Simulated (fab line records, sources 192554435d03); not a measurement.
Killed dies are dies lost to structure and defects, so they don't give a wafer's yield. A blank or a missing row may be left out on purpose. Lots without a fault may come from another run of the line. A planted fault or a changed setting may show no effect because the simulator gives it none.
A struck lot beside a sound one | flow n5_finfet | 18 steps out of a route of 1938
Sound: wafers L575.3, L575.5, L575.6. Struck: wafers L582.2, L582.4, L582.6. The cause comes at the end.
At each step with rows: each side's tool, then ch and its chambers, then its first start. Under that, the readings that differ: sound wafers | struck wafers | difference of the means | sigmas: that difference in standard deviations of wafers without a fault.
alike: readings whose means differ by less than 2 such deviations, and words and numbers that are the same on both sides. not compared: withheld readings, readings that some wafer has no value for, bounds like >300 that may hide the same value, and numbers for which the record gives no deviation and whose values overlap.
The two part at a step that has a row with sigmas, a row that says differs or no value, or rows on one side only. Numbers that don't overlap but have no deviation are shown without sigmas and don't part them. A reading that every wafer of one side lacks parts them only if that side has two wafers or more.

N5_START_INSPECT_01: inspects for defects (unpatterned scan).
  sound on defect_inspect-02, day 4 12:02; struck on defect_inspect-02, day 6 06:02
  alike: raw_defect_count
then, 2 steps without rows for these wafers: N5_ZERO_LAYER_PRECLEAN_00 (cleans in SPM, time 600 s); N5_ZERO_LAYER_SRD_01 (time 30 s, dry time 30 s).
N5_ZERO_LAYER_PECVD_02: deposits SiO2 from SiH4/N2O, target thk 10 nm, time 6 s.
  sound on pecvd-04 ch 1,2, day 4 12:17; struck on pecvd-01 ch 0,1, day 6 06:17
  alike: heater_power_w, showerhead_plenum_p_Torr, susceptor_temp_C
  not compared: since_wet_clean_h
then, 4 steps without rows for these wafers: N5_ZERO_LAYER_HMDS_04 (time 60 s); N5_ZERO_LAYER_COAT_05 (resist thk 1000 nm); N5_ZERO_LAYER_EBR_07; N5_ZERO_LAYER_SOFTBAKE_06 (time 90 s).
N5_ZERO_LAYER_EXPOSE_08: exposes mask ZERO, defocus 0 nm, target cd 2000 nm.
  sound on krf_scanner-02 ch 0, day 4 12:36; struck on krf_scanner-01 ch 0, day 6 06:30
  reading              | sound                | struck               | difference | sigmas
  exposure_dose_mJ_cm2 | 16.196 16.198 16.193 | 14.240 14.216 14.256 | -1.958     | -99 or more
  alike: mask, reticle_temp_C
then, 3 steps without rows for these wafers: N5_ZERO_LAYER_PEB_09; N5_ZERO_LAYER_DEVELOP_10 (develop time 60 s); N5_ZERO_LAYER_HARDBAKE_23 (time 120 s).
N5_ZERO_LAYER_CD_MEAS_11: target cd 2000 nm.
  sound on cd_sem-03 ch 0, day 4 12:46; struck on cd_sem-01 ch 0, day 6 06:40
  reading    | sound                | struck               | difference | sigmas
  cd_nm (nm) | 1999.6 2001.6 1998.6 | 1976.5 1974.3 1974.4 | -24.9      | -10
N5_ZERO_LAYER_DESCUM_16: chemistry O2, time 7.9 s.
  sound on rie_diel-05 ch 0,3, day 4 12:48; struck on rie_diel-01 ch 0,1,2, day 6 06:47
  alike: drypump_motor_current_A, oes_product_au, rf_vpp_V, showerhead_plenum_p_Torr, throttle_valve_pct
  not compared: rf_hours_counter_h, model.ZERO_LAYER.cd_nm
N5_ZERO_LAYER_ETCH_17: etches SiO2 in CF4, target depth 12 nm, time 13.3 s.
  sound on rie_diel-05 ch 0,3, day 4 12:50; struck on rie_diel-01 ch 0,1,2, day 6 06:49
  alike: bias_w, drypump_motor_current_A, oes_product_au, rf_vpp_V, showerhead_plenum_p_Torr, throttle_valve_pct
  not compared: rf_hours_counter_h
N5_ZERO_LAYER_ETCH_18: etches Si in HBr/Cl2, target depth 120 nm, time 40 s.
  sound on rie_si-03 ch 0,1,3, day 4 12:55; struck on rie_si-03 ch 0,2,3, day 6 06:54
  reading                     | sound          | struck         | difference | sigmas
  model.ZERO_LAYER.cd_nm (nm) | 1999 2002 1998 | 1977 1974 1974 | -25        |
  alike: HBr_flow_sccm, bias_w, drypump_motor_current_A, mfc_cl2_sccm, oes_product_au, throttle_valve_pct
  not compared: rf_hours_counter_h
N5_ZERO_LAYER_STRIP_24: strips in O2.
  sound on plasma_asher-02 ch 0,1, day 4 13:02; struck on plasma_asher-02 ch 0,1, day 6 07:00
  alike: drypump_motor_current_A, heater_power_w, oes_product_au, strip_time_to_endpoint_s
  not compared: rf_hours_counter_h
then, 1 step without rows for these wafers: N5_PASSIVATION_PROBE_49.

WHERE THEY PART
First at N5_ZERO_LAYER_EXPOSE_08; last, within this record, at N5_ZERO_LAYER_CD_MEAS_11. Later steps at which nothing parts them and some readings are alike: N5_ZERO_LAYER_DESCUM_16, N5_ZERO_LAYER_ETCH_17, N5_ZERO_LAYER_ETCH_18, N5_ZERO_LAYER_STRIP_24.

WHY: what the simulator had put in
Process parameter drift: krf_scanner-01, from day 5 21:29 on, at N5_ZERO_LAYER_EXPOSE_08. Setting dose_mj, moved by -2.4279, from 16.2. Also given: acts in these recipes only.
